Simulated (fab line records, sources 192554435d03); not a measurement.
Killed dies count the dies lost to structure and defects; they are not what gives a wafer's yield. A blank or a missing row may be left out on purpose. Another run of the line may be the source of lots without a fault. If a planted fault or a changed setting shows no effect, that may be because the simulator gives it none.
Chamber matching | flow n5 finfet | N5_BEOL_M8_ETCH_61 on rie diel-04: 3 sister chambers
The step etches SiARC in CF4, target depth 45.5 nm, time 75.8 s. 6 wafers are shown with their chamber, then 6 later ones without.

== WAFERS, EACH WITH ITS CHAMBER ==
wafer  | chamber | showerhead plenum p Torr (Torr) | throttle valve pct (%)
L077.3 | 2       | 2.21                            | 15.48
L080.5 | 2       | 2.20                            | 15.50
L083.3 | 3       | 2.06                            | 15.42
L083.5 | 1       | 2.12                            | 15.64
L084.3 | 3       | 2.06                            | 15.44
L084.4 | 1       | 2.12                            | 15.64

== WAFERS MISSING THEIR CHAMBER ==
wafer  | showerhead plenum p Torr (Torr) | throttle valve pct (%)
L084.5 | 2.12                            | 15.67
L095.1 | 2.06                            | 15.47
L095.4 | 2.20                            | 15.54
L095.5 | 2.05                            | 15.47
L096.1 | 2.11                            | 15.20
L096.3 | 2.05                            | 15.47

== WHICH CHAMBER EACH ONE RAN IN ==
wafer  | from the rows above | in truth
L084.5 | 1                   | 1
L095.1 | 3                   | 3
L095.4 | 2                   | 2
L095.5 | 3                   | 3
L096.1 | 3                   | 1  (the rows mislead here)
L096.3 | 3                   | 3
Correctly placed: 5 of 6. From these rows, 0 cannot be placed. 1 placed wrongly.
How it was worked out, from the rows above alone: a wafer's distance from a chamber is the root of the sum, over the readings, of the square of ((its reading less the chamber's mean) divided by the reading's scatter). The wafer belongs to the nearest chamber; if the next one is less than 2 further off, it can't be placed. Each chamber's mean is taken over the wafers shown for it. The scatter: take each reading less its chamber's mean, square it, sum over the shown wafers, divide by the number of wafers less the number of chambers, and take the root.
